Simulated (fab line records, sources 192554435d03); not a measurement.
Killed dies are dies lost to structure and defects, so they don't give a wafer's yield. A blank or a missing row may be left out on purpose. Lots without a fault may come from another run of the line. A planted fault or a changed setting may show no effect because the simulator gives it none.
Chamber matching | flow n5_finfet | N5_STI_FIN_REVEAL_STRIP_24 on rie_diel-04: 4 sister chambers
The step strips in N2/H2, time 90 s. 8 wafers are shown with their chamber, then 7 later ones without.

WAFERS WITH THEIR CHAMBER
wafer  | chamber | drypump_motor_current_A (A) | throttle_valve_pct (%)
L080.3 | 3       | 6.0                         | 12.51
L081.4 | 2       | 6.1                         | 11.87
L081.5 | 0       | 5.3                         | 11.89
L086.1 | 3       | 6.1                         | 12.55
L086.4 | 0       | 5.3                         | 11.91
L086.5 | 2       | 6.1                         | 11.88
L087.4 | 1       | 5.0                         | 11.84
L087.5 | 1       | 5.1                         | 11.83

WAFERS WITHOUT THEIR CHAMBER
wafer  | drypump_motor_current_A (A) | throttle_valve_pct (%)
L087.6 | 6.1                         | 11.91
L089.3 | 6.1                         | 11.93
L089.4 | 5.3                         | 11.92
L089.6 | 6.1                         | 12.54
L095.1 | 5.3                         | 11.96
L095.3 | 6.0                         | 12.57
L095.6 | 5.1                         | 11.86

WHICH CHAMBER EACH WENT THROUGH
wafer  | from the rows above | in truth
L087.6 | 2                   | 2
L089.3 | 2                   | 2
L089.4 | 0                   | 0
L089.6 | 3                   | 3
L095.1 | 0                   | 0
L095.3 | 3                   | 3
L095.6 | 1                   | 1
Placed correctly: 7 of 7. Can't be placed from these rows: 0. Placed wrongly: 0.
How it was worked out, from the rows above alone: a wafer's distance from a chamber is the root of the sum, over the readings, of the square of ((its reading less the chamber's mean) divided by the reading's scatter). The wafer belongs to the nearest chamber; if the next one is less than 2 further off, it can't be placed. A chamber's mean is the mean of its shown wafers. The scatter: the root of (the sum of the squares of (reading less its chamber's mean) over the shown wafers, divided by (wafers less chambers)).
